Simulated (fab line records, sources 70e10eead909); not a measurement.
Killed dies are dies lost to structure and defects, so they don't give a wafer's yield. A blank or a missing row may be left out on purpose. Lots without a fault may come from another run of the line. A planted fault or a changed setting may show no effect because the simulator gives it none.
fab line records | flow nand_harc
record lots=7 wafers=21 last_day=34
route steps=1302 shown A_BLC@1133 A_M0@1137
lots that met no fault: from a run of the same line without faults
start_h: hours from the record's first day to the start of the lot's first wafer shown | wait_h: hours since the lot's step before | " the same as in the row above | L1.1+2: a row that stands for several wafers | - no value, or no start given | * or withheld: withheld | < > ~ a bound
route shown NAME@n: a module of which the file shows steps, and the number in the route of the first | usual: mean/standard deviation of fault-free wafers | same: alike in all rows | chamber/n: place in a boat | sites: the reading at each site | _std_site: their standard deviation | _edge_site: outer sites' mean less inner sites' | radius_mm: how far each site lies from the wafer's centre | mask NAME#n: copy n | behind: the tool/chamber that last shaped the wafer | hold: why the lot was held/for how many hours/how that ended | device: the transistor (n, p or np) that didn't switch | end of line: the same wafers' tests at the end of the route | a step without rows: its recipe alone | killed: dies lost to structure and defects at the first sort, not the wafer's yield | map: a wafer's dies, x killed, . not, _ none there
set.NAME: the setting as run; set.NAME@STEP: as run at that earlier step | model.NAME: the simulator's own value behind a step, which no gauge read
lots at some steps of the route; a table a step, a row a wafer
services: from which hour (start_h, from the record's first day; less than 0 if before it) a tool's chamber was out of use, for how many hours, and why
## steps
# step NHARC_A_BLC_CMP_25
# recipe t_overpolish_s=30 target_thk_nm=150
# usual edge_zone_pressure_frac=1.001/0.0046 motor_current_A=11.9/1 overpolish_run_s=30.001/0.0093 time_to_endpoint_s=30.0/2
# columns lot.wafer tool chamber start_h wait_h edge_zone_pressure_frac motor_current_A overpolish_run_s time_to_endpoint_s
L587.2 cmp-04 3 563.78 0.4 1.002 11.9 30.008 26.9
L587.6 " 1 " " 1.004 10.3 29.980 28.6
L587.5 " 2 " " 1.002 12.1 30.016 28.7
L591.4 cmp-01 0 603.77 0.3 0.997 11.3 30.009 34.5
L591.3 " 1 " " 1.004 12.6 30.002 32.1
L591.6 " 0 " " 1.001 12.1 30.006 29.9
L592.4 cmp-04 2 607.99 0.3 0.998 11.3 30.010 30.2
L592.1 " 1 " " 1.002 12.0 30.010 31.5
L592.6 " 2 " " 0.995 11.8 30.000 31.6
L593.2 cmp-01 0 625.38 0.4 1.001 10.3 30.006 31.9
L593.4 " 1 " " 1.009 12.1 29.995 30.6
L593.6 " 3 " " 1.004 12.9 30.001 30.5
L600.4 cmp-03 0 694.77 0.3 0.997 12.4 30.029 30.1
L600.1 " 1 " " 0.996 11.6 30.016 30.5
L600.6 " 2 " " 1.002 10.1 29.999 31.6
L601.4 cmp-01 1 702.74 0.2 0.999 13.0 30.005 31.3
L601.1 " 3 " " 1.004 12.9 30.008 31.7
L601.2 " 0 " " 0.996 11.4 29.985 29.8
L607.4 cmp-04 1 760.92 0.2 0.998 11.1 30.003 27.8
L607.1 " 2 " " 0.995 11.8 30.004 28.6
L607.5 " 2 " " 1.001 12.0 30.000 28.7
# step NHARC_A_BLC_SRD_27
# step NHARC_A_BLC_INSPECT_28
# usual raw_defect_count=480/98
# columns lot.wafer tool chamber start_h wait_h raw_defect_count
L587.2 defect_inspect-02 - 564.14 0.1 432
L587.5 " - " " 453
L587.6 " - " " 392
L591.3 defect_inspect-01 - 604.15 0.1 696
L591.4 " - " " 579
L591.6 " - " " 553
L592.1 defect_inspect-01 - 608.39 0.1 442
L592.4 " - " " 377
L592.6 " - " " 462
L593.2 defect_inspect-02 - 625.76 0.1 422
L593.4 " - " " 507
L593.6 " - " " 567
L600.1 defect_inspect-01 - 695.13 0.1 445
L600.4 " - " " 837
L600.6 " - " " 470
L601.1 defect_inspect-01 - 703.14 0.1 476
L601.2 " - " " 435
L601.4 " - " " 590
L607.1 defect_inspect-01 - 761.33 0.1 503
L607.4 " - " " 398
L607.5 " - " " 333
# step NHARC_A_M0_DEP_00
# recipe target_thk_a=1500 target_thk_nm=150 temp_c=withheld pressure_torr=5 flow_sccm=200 rf_w=600 material=SiOC
# step NHARC_A_M0_DEHYDRATE_01
# recipe temp_c=150 time_s=120
# step NHARC_A_M0_HMDS_02
# recipe time_s=30
# step NHARC_A_M0_COAT_33
# recipe temp_c=200 time_s=65
# step NHARC_A_M0_COAT_03
# recipe spin_rpm=1500 resist_thk_nm=90
# step NHARC_A_M0_SOFTBAKE_04
# recipe temp_c=105 time_s=55
# step NHARC_A_M0_EBR_05
# step NHARC_A_M0_EXPOSE_06
# recipe na=1.35 target_cd_nm=80 dose_mj=83.25 mask_id=A_M0
# step NHARC_A_M0_PEB_07
# recipe peb_temp_c=100 peb_time_s=65
# usual chill_plate_temp_C=23.03/0.1 exhaust_pa=45.2/0.9
# columns lot.wafer tool chamber start_h wait_h chill_plate_temp_C exhaust_pa
L587.2 litho_track-06 0 564.83 0.1 23.00 44.3
L587.5 " 0 " " 22.98 46.1
L587.6 " 0 " " 22.92 46.1
L591.3 litho_track-01 - 605.37 0.0 - -
L591.4 " - " " - -
L591.6 " - " " - -
L592.1 litho_track-04 - 609.22 0.1 - -
L592.4 " - " " - -
L592.6 " - " " - -
L593.2 litho_track-01 - 626.58 0.1 - -
L593.4 " - " " - -
L593.6 " - " " - -
L600.1 litho_track-04 0 695.95 0.1 23.07 46.4
L600.4 " 0 " " 23.11 45.2
L600.6 " 0 " " 22.92 44.7
L601.1 litho_track-04 0 703.96 0.1 22.96 44.1
L601.2 " 0 " " 22.99 44.0
L601.4 " 0 " " 22.87 44.8
L607.1 litho_track-04 0 762.16 0.1 23.01 44.9
L607.4 " 0 " " 22.88 46.4
L607.5 " 0 " " 22.94 44.3
# step NHARC_A_M0_DEVELOP_08
# recipe develop_time_s=35 dev_temp_c=23
## services
# columns tool chamber start_h hours kind
cmp-04 - 547.57 0.9 repair
cmp-01 - 550.54 1.4 repair
litho_track-04 - 553.00 7.0 pm
cmp-03 - 553.58 16.1 repair
cmp-01 - 577.50 4.0 pm
cmp-01 - 581.50 - consumable_replace:conditioner
cmp-01 - 581.50 - consumable_replace:pad
cmp-04 - 601.00 4.0 pm
cmp-04 - 611.22 0.9 repair
cmp-03 - 613.90 1.1 repair
cmp-01 - 658.57 0.9 repair
cmp-03 - 663.61 0.3 repair
cmp-03 - 667.64 4.0 pm
cmp-01 - 669.62 2.6 repair
cmp-01 - 675.50 4.0 pm
litho_track-01 - 680.01 7.0 pm
cmp-01 - 694.22 0.7 repair
cmp-04 - 699.00 4.0 pm
cmp-01 - 699.79 1.4 repair
litho_track-06 - 704.00 7.0 pm
cmp-04 - 724.14 4.2 repair
litho_track-04 - 728.00 7.0 pm
cmp-04 - 732.83 0.8 repair
cmp-03 - 747.70 0.5 repair
## key
first_sign step=NHARC_A_M0_PEB_07 reading=tool_record direction=missing
effect none on later readings
met_at NHARC_A_M0_PEB_07
struck_wafers L591.3,L591.4,L591.6,L592.1,L592.4,L592.6,L593.2,L593.4,L593.6
later_rows_left_out L591.3,L591.4,L591.6,L592.1,L592.4,L592.6,L593.2,L593.4,L593.6
sort_left_out L591.3,L591.4,L591.6,L592.1,L592.4,L592.6,L593.2,L593.4,L593.6
fault kind=skipped_step_whole tool=litho_track-01,litho_track-04 chamber=- onset_h=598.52 steps=NHARC_A_M0_PEB_07 scope=struck_lots_only
# sort_left_out: the simulated sort isn't trusted on such a fault, so these wafers' sort isn't shown, and their yield isn't known
# later_rows_left_out: the simulator's readings of these wafers behind a module that went badly wrong aren't trusted and aren't shown, but for the sort
